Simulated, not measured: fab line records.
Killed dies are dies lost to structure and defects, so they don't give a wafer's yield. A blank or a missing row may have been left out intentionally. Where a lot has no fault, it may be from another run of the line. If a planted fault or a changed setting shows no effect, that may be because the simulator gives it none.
Struck lot and sound lot, side by side ; flow n5_finfet ; 15 out of 1938 route steps
Sound: the wafers L607.2, L607.4, L607.5. The struck wafers were L616.1, L616.2, L616.6. The cause is given at the end.
At each step with rows: each side's tool, then ch and its chambers, then its first start. Under that, the readings that differ: sound wafers ; struck wafers ; difference of the means ; sigmas: that difference in standard deviations of wafers without a fault.
alike: readings with means less than 2 such deviations apart, plus words and numbers identical on both sides. not compared: withheld readings, readings lacking a value on some wafer, bounds such as >300 that could conceal the same value, and numbers that have no deviation in the record and whose values overlap.
Wherever a step has rows on one side only, a row that says differs or no value, or a row with sigmas, the two part there. Non-overlapping numbers with no deviation appear without sigmas and do not part them. Lack of a reading on every wafer of one side parts them only where that side has two or more wafers.

first, 7 steps without rows for these wafers: N5_HKMG_FIN_COAT_42 (time 60 s, resist thk 35 nm); N5_HKMG_FIN_COAT_43 (resist thk 90 nm); N5_HKMG_FIN_EBR_45; N5_HKMG_FIN_SOFTBAKE_44 (time 60 s); N5_HKMG_FIN_EXPOSE_46 (exposes mask NDIPOLE); N5_HKMG_FIN_PEB_47 (peb time 60 s); N5_HKMG_FIN_DEVELOP_48 (develop time 30 s).
N5_HKMG_FIN_CD_MEAS_49: the cd target is 202 nm.
  sound on cd_sem-02 ch 0, day 5 06:26; struck on cd_sem-02 ch 0, day 7 09:10
  alike: cd_nm
N5_HKMG_FIN_OVL_MEAS_50:
  sound on overlay-02 ch 0, day 5 06:28; struck on overlay-01 ch 0, day 7 09:12
  alike: NDIPOLE_OVL
N5_HKMG_FIN_INSPECT_61: inspects for defects (macro).
  sound on defect_inspect-02, day 5 06:29; struck on defect_inspect-01, day 7 09:13
  alike: raw_defect_count
N5_HKMG_FIN_DESCUM_53: chemistry O2, time 7.9 s.
  sound on rie_diel-06 ch 0,2, day 5 06:32; struck on rie_diel-05 ch 0,1,3, day 7 09:16
  alike: chamber_pressure_mTorr, drypump_motor_current_A, oes_product_au, rf_vpp_V, showerhead_plenum_p_Torr, throttle_valve_pct
  not compared: rf_hours_counter_h
N5_HKMG_FIN_ETCH_54: etches SiARC in CF4, target depth 45.5 nm, time 75.8 s.
  sound on rie_diel-06 ch 0,2, day 5 06:34; struck on rie_diel-05 ch 0,1,3, day 7 09:17
  alike: chamber_pressure_mTorr, drypump_motor_current_A, etch_rf_on_time_s, oes_product_au, rf_vpp_V, showerhead_plenum_p_Torr, throttle_valve_pct
  not compared: rf_hours_counter_h
N5_HKMG_FIN_ETCH_55: etches SOC in N2/H2, target depth 240 nm, time 300 s.
  sound on rie_diel-06 ch 0,2, day 5 06:37; struck on rie_diel-05 ch 0,1,3, day 7 09:21
reading;sound;struck;difference;sigmas
model.HKMG_FIN.feature_depth_nm (nm);237.2 238.6 239.2;207.6 218.4 215.6;-24.5;
model.etch.depth_nm (nm);237.2 238.7 239.2;207.7 218.4 215.7;-24.4;
model.SiARC_of_HKMG_FIN_COAT_42.thk_nm (nm);21.2 21.4 21.4;23.4 22.2 22.4;+1.3;
  alike: chamber_pressure_mTorr, drypump_motor_current_A, oes_product_au, rf_vpp_V, showerhead_plenum_p_Torr, throttle_valve_pct
  not compared: rf_hours_counter_h
then, 1 step without rows for these wafers: N5_HKMG_FIN_STRIP_56 (strips in N2/H2).
-- the record jumps here: 4 days lie between the struck wafers' starts before and after (it left off in module HKMG_FIN and takes up again in module BEOL_M4, whose first step shown is number 1111 of the route) --
N5_BEOL_M4_RC_MEAS_101:
  sound on prober-02 ch 0, day 9 01:07; struck on prober-01 ch 0, day 11 06:36
  alike: DIBL_N, DIBL_P, IOFF_N, IOFF_P, ION_N, ION_P, SS_N, SS_P, VT_N, VT_P

== WHERE THEY PART ==
Nowhere in this record.

WHY: whatever the simulator had introduced
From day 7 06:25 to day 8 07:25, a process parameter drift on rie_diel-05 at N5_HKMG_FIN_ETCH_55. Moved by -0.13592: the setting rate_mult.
